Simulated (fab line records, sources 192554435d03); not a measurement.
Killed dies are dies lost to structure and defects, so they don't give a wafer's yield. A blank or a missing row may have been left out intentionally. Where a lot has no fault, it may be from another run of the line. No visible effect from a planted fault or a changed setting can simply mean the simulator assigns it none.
Chamber matching | flow n5Finfet | N5_PMOS_HMC_CHANNEL_EPI_DESCUM_14 on rieDiel-04: 4 sister chambers
The step chemistry O2, time 7.9 s. 4 wafers are shown with their chamber, then 8 later ones without.

WAFERS, EACH WITH ITS CHAMBER
wafer  | chamber | drypumpMotorCurrentA (A)
L081.3 | 3       | 5.4
L085.2 | 0       | 5.4
L085.3 | 2       | 5.3
L085.4 | 1       | 6.5

WAFERS WHOSE CHAMBER IS MISSING
wafer  | drypumpMotorCurrentA (A)
L085.5 | 5.3
L085.6 | 5.4
L086.2 | 5.3
L086.3 | 5.4
L086.5 | 5.4
L094.2 | 6.5
L094.4 | 5.4
L094.5 | 6.4

CHAMBER TAKEN BY EACH
wafer  | from the rows above     | in truth
L085.5 | 2                       | 2
L085.6 | can't be placed: 0 or 3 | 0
L086.2 | 2                       | 2
L086.3 | can't be placed: 0 or 3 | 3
L086.5 | can't be placed: 0 or 3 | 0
L094.2 | 1                       | 1
L094.4 | can't be placed: 0 or 3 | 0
L094.5 | 1                       | 1
4 of 8 placed correctly. From these rows, 4 cannot be placed; in 4 the true chamber is one of the candidates. 0 placed wrongly.
How it was worked out, from the rows above alone: a wafer's distance from a chamber is the root of the sum, over the readings, of the square of ((its reading less the chamber's mean) divided by the reading's scatter). If the next closest chamber is less than 2 further off than the closest, the wafer can't be placed; otherwise it belongs to the closest. The mean given for a chamber averages the wafers shown for that chamber. The scatter: with one shown wafer a chamber, the root of the mean of the squares of how far each hidden wafer lies from its nearest shown one.
